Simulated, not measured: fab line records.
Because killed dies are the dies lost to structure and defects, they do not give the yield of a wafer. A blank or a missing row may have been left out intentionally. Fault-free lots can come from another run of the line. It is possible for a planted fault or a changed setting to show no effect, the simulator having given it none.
A lot that was struck, set against a sound lot | flow n5Finfet | 26 steps out of a route of 1938
Sound: these wafers, L434.2, L434.3, L434.4. Wafers struck: L431.2, L431.3, L431.6. The cause is named last.
Per side, at each step with rows, come the tool, then ch with its chambers, and then its first start. Under that, the readings that differ: sound wafers | struck wafers | difference of the means | sigmas: that difference in standard deviations of wafers without a fault.
alike: readings with means less than 2 such deviations apart, plus words and numbers identical on both sides. not compared: withheld readings, readings lacking a value on some wafer, bounds such as >300 that could conceal the same value, and numbers that have no deviation in the record and whose values overlap.
A row with sigmas, a row that says differs or no value, or rows on one side alone: a step with any of these is where the two part. Numbers that have no deviation but don't overlap get no sigmas and don't part them. A reading missing from all wafers of one side parts the sides only when that side holds two or more wafers.

N5_BEOL_M14_SPUTTER_44: material Ta, target thk 15 nm, time 24.19 s.
  sound: pvdSputter-02 at day 14 05:59; struck: pvdSputter-03 at day 13 13:07
  alike: throttleValvePct
then, 2 steps without rows for these wafers: N5_BEOL_M14_SPUTTER_45 (material Cu, target thk 100 nm, time 16.67 s); N5_BEOL_M14_ECD_47 (material Cu, target thk 1248 nm).
N5_BEOL_M14_ANNEAL_48: time 90 s.
  sound on rtpAnneal-02 ch 0, day 14 06:25; struck on rtpAnneal-02 ch 0, day 13 13:34
  alike: annealTempC, wafer_temp_C_max
then, 1 step without rows for these wafers: N5_BEOL_M14_CMP_49 (polishes, stops on SiO2, t overpolish 5.2 s, target thk 560 nm).
N5_BEOL_M14_THK_MEAS_50: measures by xrf.
  sound: filmMetro-02 at day 14 06:58; struck: filmMetro-01 at day 13 14:07
  alike: M14_THK
then, 1 step without rows for these wafers: N5_BEOL_M14_PRE_CLEAN_52 (time 15 s).
N5_BEOL_M14_DEP_53: deposits SiCN from 3MS/NH3, target thk 50 nm, time 17.8 s.
  sound on pecvd-03 ch 1,2, day 14 07:02; struck on pecvd-01 ch 0, day 13 14:11
reading              | sound          | struck         | difference | sigmas
throttleValvePct (%) | 17.6 17.3 17.5 | 19.4 19.3 19.3 | +1.9       | +3
  alike: rfFwdPowerW, showerheadPlenumPTorr
N5_BEOL_M14_RS_MEAS_54: the measuring method here is four-point-probe.
  sound: filmMetro-02 at day 14 07:08; struck: filmMetro-01 at day 13 14:16
  alike: M14_RS
N5_BEOL_M14_INSPECT_55: inspects for defects (darkfield).
  sound: defectInspect-01 at day 14 07:09; struck: defectInspect-02 at day 13 14:18
  alike: rawDefectCount
N5_BEOL_M15_ILD_DEP_00: deposits SiO2 from TEOS/O2, target thk 1629.3 nm, time 346.1 s.
  sound on pecvd-04 ch 0,1,2, day 14 07:11; struck on pecvd-01 ch 2, day 13 14:20
  alike: heaterPowerW, rfFwdPowerW, showerheadPlenumPTorr, throttleValvePct
N5_BEOL_M15_THK_MEAS_01:
  sound: filmMetro-01 at day 14 07:26; struck: filmMetro-01 at day 13 14:42
  alike: M15_ILD_THK
N5_BEOL_M15_COAT_58: time 60 s, resist thk 89 nm.
  sound on lithoTrack-03 ch 0, day 14 07:28; struck on lithoTrack-04 ch 0, day 13 14:44
reading                                   | sound                | struck               | difference | sigmas
dispensePressureKPa (kPa)                 | 56 56 56             | 47 47 47             | -9         | -2
spinSpeedRpm (rpm)                        | 1499.1 1500.1 1500.9 | 1361.0 1360.1 1361.7 | -139.1     | -99 or more
model.BARC_of_BEOL_M15_COAT_58.thkNm (nm) | 89 89.2 89.4         | 93.2 93.2 93         | +3.9       | 
then, 7 steps without rows for these wafers: N5_BEOL_M15_COAT_04 (resist thk 800 nm); N5_BEOL_M15_EBR_06; N5_BEOL_M15_SOFTBAKE_05 (time 60 s); N5_BEOL_M15_EXPOSE_07 (exposes mask V14); N5_BEOL_M15_PEB_08 (peb time 90 s); N5_BEOL_M15_DEVELOP_09 (develop time 45 s); N5_BEOL_M15_HARDBAKE_14 (time 120 s).
N5_BEOL_M15_CD_MEAS_10 targets a cd of 360 nm.
  sound on cdSem-03 ch 0, day 14 07:52; struck on cdSem-03 ch 0, day 13 15:07
  alike: cdNm
N5_BEOL_M15_OVL_MEAS_11:
  sound on overlay-01 ch 0, day 14 07:54; struck on overlay-02 ch 0, day 13 15:09
reading      | sound | struck     | difference | sigmas
V14_OVL (nm) | 4 3 0 | -13 -8 -16 | -15        | -3
N5_BEOL_M15_INSPECT_12: inspects for defects (macro).
  sound: defectInspect-02 at day 14 07:55; struck: defectInspect-02 at day 13 15:11
  alike: rawDefectCount
N5_BEOL_M15_DESCUM_15: chemistry O2, time 7.9 s.
  sound on rieDiel-02 ch 1,2,3, day 14 08:07; struck on rieDiel-03 ch 0,3, day 13 15:13
  alike: drypumpMotorCurrentA, oesProductAu, rfFwdPowerW, rfVppV, showerheadPlenumPTorr, throttleValvePct
  not compared: rfHoursCounterH
N5_BEOL_M15_ETCH_59: etches BARC in N2/H2, target depth 89 nm, overetch 26.7 nm, time 67.9 s.
  sound on rieDiel-02 ch 1,2,3, day 14 08:10; struck on rieDiel-03 ch 0,3, day 13 15:15
reading                 | sound            | struck           | difference | sigmas
model.etch.depthNm (nm) | 89.09 89.1 89.38 | 93.25 93.2 93.06 | +3.98      | 
  alike: drypumpMotorCurrentA, oesProductAu, rfFwdPowerW, rfVppV, showerheadPlenumPTorr, throttleValvePct
  not compared: rfHoursCounterH
then, 1 step without rows for these wafers: N5_BEOL_M15_VIA_ETCH_16 (etches SiO2 in C4F8/O2/Ar, target depth 1792.2 nm).

## WHERE THEY PART
At N5_BEOL_M14_DEP_53 first; at N5_BEOL_M15_OVL_MEAS_11 last (within this record only). Later steps at which nothing parts them and some readings are alike: N5_BEOL_M15_INSPECT_12, N5_BEOL_M15_DESCUM_15, N5_BEOL_M15_ETCH_59.

WHY: the cause the simulator had injected
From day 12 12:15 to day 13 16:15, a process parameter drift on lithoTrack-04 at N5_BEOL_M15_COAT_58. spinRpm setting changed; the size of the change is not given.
